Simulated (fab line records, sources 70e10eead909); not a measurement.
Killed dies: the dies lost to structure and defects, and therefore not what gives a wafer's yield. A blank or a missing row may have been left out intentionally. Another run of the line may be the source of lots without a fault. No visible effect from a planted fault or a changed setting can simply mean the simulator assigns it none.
Which tool did it? | flow nand-harc | 13 lots, 39 wafers sampled, at 5 steps of a route of 1302

## WHAT EACH GAUGE READ, for each wafer
NHARC_A_ONON_D2_THK_MEAS_21: measures by ellipsometry.
lot  | measured     | on            | thk-nm (nm)
L156 | day 13 07:39 | film-metro-01 | 993 994 993
L161 | day 14 17:35 | film-metro-01 | 1014 1012 1012
L162 | day 15 05:16 | film-metro-02 | 1012 1011 1013
L163 | day 15 15:51 | film-metro-02 | 1004 1005 1005
L164 | day 15 23:01 | film-metro-02 | 992 991 992
L165 | day 16 09:46 | film-metro-02 | 1000 998 998
L169 | day 18 05:47 | film-metro-02 | 508 507 508 507 509 507
L171 | day 19 01:48 | film-metro-01 | 503 503 503 502 503 502
L173 | day 19 13:20 | film-metro-01 | 993 993 992
L174 | day 20 20:05 | film-metro-02 | 987 987 988
L177 | day 22 00:22 | film-metro-02 | 997 997 997
L178 | day 22 08:01 | film-metro-01 | 1013 1013 1011
L179 | day 23 00:04 | film-metro-01 | 984 985 984

NHARC_A_ONON_D2_INSPECT_32.
lot  | measured     | on                | raw-defect-count
L156 | day 13 09:53 | defect-inspect-01 | 570 458 280
L161 | day 14 19:50 | defect-inspect-01 | 499 365 266
L162 | day 15 07:30 | defect-inspect-01 | 490 458 597
L163 | day 15 18:08 | defect-inspect-02 | 494 450 369
L164 | day 16 01:16 | defect-inspect-02 | 392 441 386
L165 | day 16 12:01 | defect-inspect-02 | 304 459 656
L173 | day 19 15:38 | defect-inspect-02 | 194 426 229
L174 | day 20 22:19 | defect-inspect-02 | 458 255 388
L177 | day 22 02:36 | defect-inspect-01 | 560 312 324
L178 | day 22 10:16 | defect-inspect-01 | 457 435 438
L179 | day 23 02:19 | defect-inspect-01 | 316 353 228

## WHICH TOOL RAN EACH LOT (tool, then ch and the chambers of the sampled wafers, then the start)
lot  | NHARC_A_CHANNEL_HOLE_D1_XSEM_31 | NHARC_A_ONON_D2_DEP_19           | NHARC_A_ONON_D2_DEP_33
L156 | xsem-01 ch 0, day 9 00:50       | pecvd-onon-01 ch 0, day 13 07:12 | pecvd-04 ch 0,2, day 13 09:24
L161 | xsem-01 ch 0, day 10 21:21      | pecvd-onon-03 ch 0, day 14 17:04 | pecvd-02 ch 0,1, day 14 19:20
L162 | xsem-01 ch 0, day 11 05:17      | pecvd-onon-02 ch 0, day 15 04:49 | pecvd-01 ch 1,2, day 15 07:07
L163 | xsem-02 ch 0, day 11 17:10      | pecvd-onon-02 ch 0, day 15 15:24 | pecvd-04 ch 0,2, day 15 17:38
L164 | xsem-01 ch 0, day 12 02:36      | pecvd-onon-01 ch 0, day 15 22:31 | pecvd-01 ch 0,1, day 16 00:47
L165 | xsem-02 ch 0, day 12 08:49      | pecvd-onon-03 ch 0, day 16 09:18 | pecvd-02 ch 0,1,2, day 16 11:34
L169 | xsem-02 ch 0, day 14 08:47      | pecvd-onon-03 ch 0, day 18 05:23 | -
L171 | xsem-01 ch 0, day 15 05:38      | pecvd-onon-03 ch 0, day 19 01:17 | -
L173 | xsem-01 ch 0, day 15 12:25      | pecvd-onon-02 ch 0, day 19 12:57 | pecvd-02 ch 0,1,2, day 19 15:09
L174 | xsem-02 ch 0, day 16 20:13      | pecvd-onon-02 ch 0, day 20 19:44 | pecvd-01 ch 0,1,2, day 20 21:58
L177 | xsem-02 ch 0, day 17 18:49      | pecvd-onon-03 ch 0, day 21 23:55 | pecvd-02 ch 0,1,2, day 22 02:13
L178 | xsem-01 ch 0, day 18 03:07      | pecvd-onon-02 ch 0, day 22 07:34 | pecvd-04 ch 0,2, day 22 09:47
L179 | xsem-01 ch 0, day 18 12:30      | pecvd-onon-03 ch 0, day 22 23:34 | pecvd-01 ch 0,1,2, day 23 01:50
- NHARC_A_CHANNEL_HOLE_D1_XSEM_31
- NHARC_A_ONON_D2_DEP_19: target thk 1000 nm.
- NHARC_A_ONON_D2_DEP_33: deposits SiO2, target thk 200 nm.

## AS READ BY THE TOOLS THEMSELVES (means over the sampled wafers that have a number; for cases with no such wafer, the mark the record gives instead)
NHARC_A_CHANNEL_HOLE_D1_XSEM_31.
lot  | tool    | bot-cd-nm (nm) | bow-nm (nm) | tilt-deg (degrees)
L156 | xsem-01 | 73.8           | 8.16        | 0.05
L161 | xsem-01 | 74.7           | 8.67        | 0.07
L162 | xsem-01 | 75.0           | 9.10        | 0.11
L163 | xsem-02 | 74.8           | 9.21        | 0.05
L164 | xsem-01 | 75.2           | 8.41        | 0.08
L165 | xsem-02 | 76.3           | 8.56        | 0.09
L169 | xsem-02 | 74.5           | 8.75        | 0.11
L171 | xsem-01 | 72.8           | 8.98        | 0.06
L173 | xsem-01 | 75.2           | 8.76        | 0.11
L174 | xsem-02 | 74.2           | 8.53        | 0.04
L177 | xsem-02 | 76.2           | 8.63        | 0.01
L178 | xsem-01 | 74.9           | 8.48        | 0.08
L179 | xsem-01 | 76.0           | 8.69        | -0.03

NHARC_A_ONON_D2_DEP_19.
lot  | tool          | n2-flow-sccm (sccm) | nh3-flow-sccm (sccm) | sih4-flow-sccm (sccm)
L156 | pecvd-onon-01 | 2740                | 499.8                | 210.2
L161 | pecvd-onon-03 | 2744                | 498.6                | 209.8
L162 | pecvd-onon-02 | 2754                | 500.1                | 209.5
L163 | pecvd-onon-02 | 2746                | 500.4                | 209.7
L164 | pecvd-onon-01 | 2738                | 498.3                | 209.9
L165 | pecvd-onon-03 | 2750                | 501.4                | 209.7
L169 | pecvd-onon-03 | 2753                | 499.8                | 209.6
L171 | pecvd-onon-03 | 2753                | 499.1                | 210.0
L173 | pecvd-onon-02 | 2749                | 497.2                | 209.8
L174 | pecvd-onon-02 | 2748                | 499.3                | 209.8
L177 | pecvd-onon-03 | 2746                | 499.4                | 209.9
L178 | pecvd-onon-02 | 2750                | 499.4                | 210.2
L179 | pecvd-onon-03 | 2750                | 501.0                | 210.1

NHARC_A_ONON_D2_DEP_33.
lot  | tool     | heater-power-w (W) | rf-fwd-power-W (W) | throttle-valve-pct (%)
L156 | pecvd-04 | 503                | 895.8              | 15.3
L161 | pecvd-02 | 550                | 896.5              | 15.5
L162 | pecvd-01 | 579                | 898.4              | 15.5
L163 | pecvd-04 | 503                | 895.4              | 15.6
L164 | pecvd-01 | 650                | 894.0              | 15.6
L165 | pecvd-02 | 550                | 897.5              | 16.1
L173 | pecvd-02 | 559                | 899.8              | 15.8
L174 | pecvd-01 | 610                | 897.4              | 15.9
L177 | pecvd-02 | 609                | 899.8              | 15.7
L178 | pecvd-04 | 496                | 898.8              | 15.5
L179 | pecvd-01 | 586                | 899.7              | 15.9

## THE ANSWER, worked out from the rows above alone
Rule: usual is defined by the lots themselves. The widest of any qualifying gaps counts: lots, ordered by their means at a reading, are off when they make up no more than a third of the lots, leave a main group of 4 or more, and stand apart from it by 3 or more times the standard deviation of that group's means. The tables above print the reading to a certain number of digits; a main group whose means all agree to those digits is not used. A lot without any number at a reading at which 4 lots or more have one is off too. The other lots that the step has rows for count as sound. First the gauges in route order, then the tools' own readings, where a lot's mean is used as printed above. The first step at which some lot is off is used, and at that step the reading that is off furthest; a lot without a number counts as furthest.
Off: L169, L171, at NHARC_A_ONON_D2_THK_MEAS_21 (thk-nm). Main group: mean 999 nm, sd 9.8.
If a tool, at a process step before that reading, ran all the lots that are off and no sound lot after the first of them, it fits. The gauges at NHARC_A_ONON_D2_THK_MEAS_21 are tried like those tools. Of those tried, none fits.

## WHAT THE SIMULATOR HAD PUT IN
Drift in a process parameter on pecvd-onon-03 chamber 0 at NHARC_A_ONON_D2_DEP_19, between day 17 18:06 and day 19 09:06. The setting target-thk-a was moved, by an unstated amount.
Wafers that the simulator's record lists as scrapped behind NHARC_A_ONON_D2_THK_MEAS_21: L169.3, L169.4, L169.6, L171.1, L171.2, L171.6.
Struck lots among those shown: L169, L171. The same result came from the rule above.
